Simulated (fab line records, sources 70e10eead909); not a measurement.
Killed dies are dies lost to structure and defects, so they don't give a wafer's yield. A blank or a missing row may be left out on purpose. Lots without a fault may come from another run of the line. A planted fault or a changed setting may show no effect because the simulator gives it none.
Which tool did it? | flow nand_harc | 6 lots, 18 wafers sampled, at 4 steps of a route of 1302

WHAT THE GAUGES READ, wafer by wafer
NHARC_A_ONON_D2_THK_MEAS_30: measures by ellipsometry.
lot  | measured     | on            | thk_nm (nm)
L974 | day 14 01:58 | film_metro-02 | 1002 1002 1000
L977 | day 15 10:31 | film_metro-02 | 986 560 560
L986 | day 18 23:37 | film_metro-02 | 995 994 995
L988 | day 20 02:55 | film_metro-02 | 989 991 987
L990 | day 20 17:22 | film_metro-02 | 991 991 992
L992 | day 22 00:41 | film_metro-02 | 1005 1006 1006

WHICH TOOL RAN EACH LOT (tool, then ch and the chambers of the sampled wafers, then the start)
lot  | NHARC_A_DECK1_JOINT_ETCHBACK_00  | NHARC_A_DECK1_JOINT_CMP_02    | NHARC_A_ONON_D2_DEP_28
L974 | rie_si-03 ch 0,2, day 12 08:31   | cmp-01 ch 1,3, day 13 10:59   | pecvd_onon-03 ch 0, day 14 01:28
L977 | rie_si-03 ch 1,2,3, day 13 17:16 | cmp-03 ch 1,2,3, day 14 18:40 | pecvd_onon-03 ch 0, day 15 09:59
L986 | rie_si-02 ch 1,2,3, day 17 07:24 | cmp-04 ch 0,2, day 18 09:45   | pecvd_onon-04 ch 0, day 18 23:10
L988 | rie_si-03 ch 1,3, day 18 08:32   | cmp-04 ch 0,1, day 19 13:26   | pecvd_onon-02 ch 0, day 20 02:23
L990 | rie_si-04 ch 0,3, day 19 03:07   | cmp-04 ch 0,1,3, day 20 02:52 | pecvd_onon-04 ch 0, day 20 16:55
L992 | rie_si-02 ch 0,3, day 20 09:35   | cmp-04 ch 1,2,3, day 21 10:30 | pecvd_onon-02 ch 0, day 22 00:14
- NHARC_A_DECK1_JOINT_ETCHBACK_00: etches the open film in HBr, target depth 30 nm, time 17.4 s.
- NHARC_A_DECK1_JOINT_CMP_02: polishes SiOx.
- NHARC_A_ONON_D2_DEP_28: target thk 1000 nm.

THE ANSWER, worked out from the rows above alone
Rule: what is usual is taken from the lots themselves. Put in order of their means at a reading, lots are off if they are a third of the lots or fewer, leave a main group of 4 or more, and stand apart from it by a gap of 3 or more times the standard deviation of the main group's means; of several such gaps the widest counts. A main group whose means are all the same, to the digits that the tables above print for the reading, isn't used. A lot without any number at a reading at which 4 lots or more have one is off too. The other lots that the step has rows for count as sound.
Off: L977, at NHARC_A_ONON_D2_THK_MEAS_30 (thk_nm). The main group: mean 996 nm, standard deviation 6.2.
A tool fits if, at a process step before that reading, it ran every lot that is off, and no sound lot after the first of them. The gauges at NHARC_A_ONON_D2_THK_MEAS_30 are tried like those tools. Can't be told from this: 2 tools fit, cmp-03 at NHARC_A_DECK1_JOINT_CMP_02, pecvd_onon-03 at NHARC_A_ONON_D2_DEP_28.

WHAT THE SIMULATOR HAD PUT IN
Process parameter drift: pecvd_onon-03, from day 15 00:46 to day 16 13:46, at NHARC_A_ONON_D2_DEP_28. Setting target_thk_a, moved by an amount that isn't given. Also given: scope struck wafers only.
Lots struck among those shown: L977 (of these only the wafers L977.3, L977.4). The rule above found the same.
